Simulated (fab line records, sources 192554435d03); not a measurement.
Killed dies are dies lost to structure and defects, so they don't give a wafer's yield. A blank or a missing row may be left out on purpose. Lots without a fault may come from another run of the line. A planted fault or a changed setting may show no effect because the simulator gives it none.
Chamber matching | flow n5_finfet | N5_BEOL_M10_PECVD_70 on pecvd-03: 3 sister chambers
The step deposits SiO2 from TEOS/O2, target thk 20 nm, time 22.7 s. 6 wafers are shown with their chamber, then 9 later ones without.

WAFERS WITH THEIR CHAMBER
wafer  | chamber | showerhead_plenum_p_Torr (Torr) | heater_power_w (W)
L078.6 | 1       | 8.75                            | 877
L082.3 | 0       | 8.75                            | 710
L082.6 | 1       | 8.76                            | 790
L084.1 | 2       | 8.86                            | 965
L084.4 | 2       | 8.85                            | 965
L084.6 | 0       | 8.75                            | 698

WAFERS WITHOUT THEIR CHAMBER
wafer  | showerhead_plenum_p_Torr (Torr) | heater_power_w (W)
L088.1 | 8.87                            | 939
L088.3 | 8.77                            | 672
L088.5 | 8.75                            | 662
L089.2 | 8.76                            | 781
L089.3 | 8.74                            | 658
L089.6 | 8.74                            | 679
L097.1 | 8.76                            | 792
L097.4 | 8.77                            | 718
L097.5 | 8.83                            | 934

WHICH CHAMBER EACH WENT THROUGH
wafer  | from the rows above     | in truth
L088.1 | 2                       | 2
L088.3 | can't be placed: 0 or 1 | 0
L088.5 | 0                       | 0
L089.2 | can't be placed: 1 or 0 | 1
L089.3 | 0                       | 0
L089.6 | 0                       | 0
L097.1 | can't be placed: 1 or 0 | 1
L097.4 | can't be placed: 0 or 1 | 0
L097.5 | 2                       | 2
Placed correctly: 5 of 9. Can't be placed from these rows: 4 (the true chamber is among the candidates in 4). Placed wrongly: 0.
How it was worked out, from the rows above alone: a wafer's distance from a chamber is the root of the sum, over the readings, of the square of ((its reading less the chamber's mean) divided by the reading's scatter). The wafer belongs to the nearest chamber; if the next one is less than 2 further off, it can't be placed. A chamber's mean is the mean of its shown wafers. The scatter: the root of (the sum of the squares of (reading less its chamber's mean) over the shown wafers, divided by (wafers less chambers)).
